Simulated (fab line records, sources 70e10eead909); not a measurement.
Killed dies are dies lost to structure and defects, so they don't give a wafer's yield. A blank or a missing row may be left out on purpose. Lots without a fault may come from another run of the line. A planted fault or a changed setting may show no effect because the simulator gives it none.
Which tool did it? | flow nand_harc | 7 lots, 21 wafers sampled, at 2 steps of a route of 1159

WHAT THE GAUGES READ, wafer by wafer
NHARC_P_ZERO_WELL_CD_MEAS_24: target cd 720 nm.
lot  | measured    | on        | cd_nm (nm)
L551 | day 2 14:28 | cd_sem-02 | 722.4 714.3 719.1
L553 | day 3 02:28 | cd_sem-01 | 719.8 717.4 721.5
L555 | day 3 14:29 | cd_sem-01 | 722.7 724.1 721.3
L557 | day 4 03:04 | cd_sem-01 | 717.8 723.6 720.7
L561 | day 5 02:56 | cd_sem-01 | 721.0 720.4 722.8
L567 | day 6 14:37 | cd_sem-01 | 720.6 720.8 720.5
L570 | day 7 08:42 | cd_sem-02 | 722.0 720.9 723.7

WHICH TOOL RAN EACH LOT (tool, then ch and the chambers of the sampled wafers, then the start)
lot  | NHARC_P_ZERO_WELL_PECVD_02
L551 | pecvd-02 ch 1,2, day 2 12:31
L553 | pecvd-02 ch 0,1,2, day 3 00:28
L555 | pecvd-04 ch 0,1, day 3 12:29
L557 | pecvd-04 ch 0,1, day 4 00:26
L561 | pecvd-01 ch 2, day 5 00:27
L567 | pecvd-04 ch 0,2, day 6 12:27
L570 | pecvd-01 ch 0,1, day 7 06:30
- NHARC_P_ZERO_WELL_PECVD_02: deposits SiO2, target thk 10 nm.

THE ANSWER, worked out from the rows above alone
Rule: what is usual is taken from the lots themselves. Put in order of their means at a reading, lots are off if they are a third of the lots or fewer, leave a main group of 4 or more, and stand apart from it by a gap of 3 or more times the standard deviation of the main group's means; of several such gaps the widest counts. A main group whose means are all the same, to the digits that the tables above print for the reading, isn't used. A lot without any number at a reading at which 4 lots or more have one is off too. The other lots that the step has rows for count as sound.
No lot is off at any reading shown: from this, nothing can be told.

WHAT THE SIMULATOR HAD PUT IN
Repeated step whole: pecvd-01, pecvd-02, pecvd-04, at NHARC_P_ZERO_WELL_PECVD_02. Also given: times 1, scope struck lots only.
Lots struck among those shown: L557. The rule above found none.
